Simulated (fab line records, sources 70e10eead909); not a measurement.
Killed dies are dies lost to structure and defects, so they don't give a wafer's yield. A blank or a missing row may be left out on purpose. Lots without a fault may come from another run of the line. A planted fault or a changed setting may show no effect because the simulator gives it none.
Which tool did it? | flow nand_harc | 7 lots, 21 wafers sampled, at 4 steps of a route of 1302

WHAT THE GAUGES READ, wafer by wafer
NHARC_A_M0_CD_MEAS_09: target cd 80 nm.
lot  | measured     | on        | cd_nm (nm)
L508 | day 23 09:54 | cd_sem-01 | 79.6 80.6 79.7
L514 | day 25 20:31 | cd_sem-03 | 79.7 79.9 79.4
L515 | day 26 02:00 | cd_sem-03 | 81.1 80.5 79.9
L518 | day 28 04:58 | cd_sem-02 | 98.8 99.7 100.1
L526 | day 30 06:23 | cd_sem-01 | 80.3 80.6 80.4
L529 | day 32 08:02 | cd_sem-01 | 79.7 80.0 79.1
L528 | day 32 12:56 | cd_sem-01 | 81.1 80.5 80.2

WHICH TOOL RAN EACH LOT (tool, then ch and the chambers of the sampled wafers, then the start)
lot  | NHARC_A_BLC_ETCH_18                           | NHARC_A_BLC_STRIP_21               | NHARC_A_M0_PEB_07
L508 | rie_diel-03 ch 0,3, day 23 06:53 or earlier   | rie_diel-03 ch 0,1,3, day 23 06:53 | litho_track-01 ch 0, day 23 09:49
L514 | rie_diel-07 ch 1,2,3, day 25 17:49 or earlier | rie_diel-03 ch 1,2,3, day 25 17:49 | litho_track-01 ch 0, day 25 20:26
L515 | rie_diel-07 ch 1,2, day 25 23:26 or earlier   | rie_diel-03 ch 1,3, day 25 23:26   | litho_track-06 ch 0, day 26 01:55
L518 | rie_diel-12 ch 1,3, day 28 02:23 or earlier   | rie_diel-12 ch 1,3, day 28 02:23   | litho_track-06 ch 0, day 28 04:53
L526 | rie_diel-12 ch 0,1,3, day 30 03:49 or earlier | rie_diel-12 ch 1,2,3, day 30 03:49 | litho_track-04 ch 0, day 30 06:18
L529 | rie_diel-03 ch 0,2,3, day 32 05:17 or earlier | rie_diel-12 ch 2,3, day 32 05:17   | litho_track-04 ch 0, day 32 07:58
L528 | rie_diel-03 ch 0,3, day 32 10:11 or earlier   | rie_diel-03 ch 0,3, day 32 10:11   | litho_track-01 ch 0, day 32 12:51
- NHARC_A_BLC_ETCH_18: etches the open film in C4F8/O2/Ar, target depth 910 nm.
- NHARC_A_BLC_STRIP_21: strips in O2.
- NHARC_A_M0_PEB_07: peb time 65 s.

THE ANSWER, worked out from the rows above alone
Rule: what is usual is taken from the lots themselves. Put in order of their means at a reading, lots are off if they are a third of the lots or fewer, leave a main group of 4 or more, and stand apart from it by a gap of 3 or more times the standard deviation of the main group's means; of several such gaps the widest counts. A main group whose means are all the same, to the digits that the tables above print for the reading, isn't used. A lot without any number at a reading at which 4 lots or more have one is off too. The other lots that the step has rows for count as sound.
Off: L518, at NHARC_A_M0_CD_MEAS_09 (cd_nm). The main group: mean 80.1 nm, standard deviation 0.4.
A tool fits if, at a process step before that reading, it ran every lot that is off, and no sound lot after the first of them. The gauges at NHARC_A_M0_CD_MEAS_09 are tried like those tools. NHARC_A_BLC_ETCH_18 gives no start for some lots, so the hours and the order of its lots are those of NHARC_A_BLC_STRIP_21. Can't be told from this: 2 tools fit, litho_track-06 at NHARC_A_M0_PEB_07, cd_sem-02 at NHARC_A_M0_CD_MEAS_09.

WHAT THE SIMULATOR HAD PUT IN
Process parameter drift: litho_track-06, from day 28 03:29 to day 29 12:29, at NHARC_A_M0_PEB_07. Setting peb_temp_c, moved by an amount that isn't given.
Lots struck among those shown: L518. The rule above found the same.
